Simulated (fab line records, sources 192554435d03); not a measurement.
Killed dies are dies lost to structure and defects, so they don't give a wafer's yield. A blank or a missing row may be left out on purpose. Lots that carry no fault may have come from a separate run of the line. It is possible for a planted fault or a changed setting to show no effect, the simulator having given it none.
Chamber matching + flow n5-finfet + N5_BEOL_M3_ETCH_70 on rie-diel-05 has 4 sister chambers
The step etches SOC in N2/H2, target depth 80 nm, overetch 16 nm, time 120 s. 8 wafers are shown with their chamber, then 7 later ones without.

## EACH WAFER AND ITS CHAMBER
| wafer  | chamber | showerhead-plenum-p-Torr (Torr) | throttle-valve-pct (%) |
|--------|---------|---------------------------------|------------------------|
| L079.3 | 3       | 2.62                            | 17.88                  |
| L079.6 | 1       | 2.56                            | 17.67                  |
| L080.3 | 0       | 2.46                            | 18.10                  |
| L080.6 | 0       | 2.46                            | 18.12                  |
| L086.3 | 1       | 2.55                            | 17.67                  |
| L086.5 | 2       | 2.57                            | 17.68                  |
| L088.1 | 2       | 2.57                            | 17.68                  |
| L088.3 | 3       | 2.62                            | 17.89                  |

## WAFERS WITH NO CHAMBER GIVEN
| wafer  | showerhead-plenum-p-Torr (Torr) | throttle-valve-pct (%) |
|--------|---------------------------------|------------------------|
| L088.5 | 2.55                            | 17.70                  |
| L089.1 | 2.62                            | 17.90                  |
| L089.2 | 2.57                            | 17.69                  |
| L089.6 | 2.55                            | 17.71                  |
| L091.1 | 2.55                            | 17.72                  |
| L091.5 | 2.61                            | 17.91                  |
| L091.6 | 2.56                            | 17.69                  |

## CHAMBER TAKEN BY EACH
| wafer  | from the rows above     | in truth |
|--------|-------------------------|----------|
| L088.5 | 1                       | 1        |
| L089.1 | 3                       | 3        |
| L089.2 | 2                       | 2        |
| L089.6 | can't be placed: 1 or 2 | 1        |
| L091.1 | can't be placed: 1 or 2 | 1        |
| L091.5 | 3                       | 3        |
| L091.6 | can't be placed: 1 or 2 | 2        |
Correctly placed: 4 of 7. Unplaceable from these rows: 3, with the true chamber sitting among the candidates in 3. 0 placed wrongly.
How it was worked out, from the rows above alone: a wafer's distance from a chamber is the root of the sum, over the readings, of the square of ((its reading less the chamber's mean) divided by the reading's scatter). If the next closest chamber is less than 2 further off than the closest, the wafer can't be placed; otherwise it belongs to the closest. The mean given for a chamber averages the wafers shown for that chamber. The scatter: the root of (the sum of the squares of (reading less its chamber's mean) over the shown wafers, divided by (wafers less chambers)).
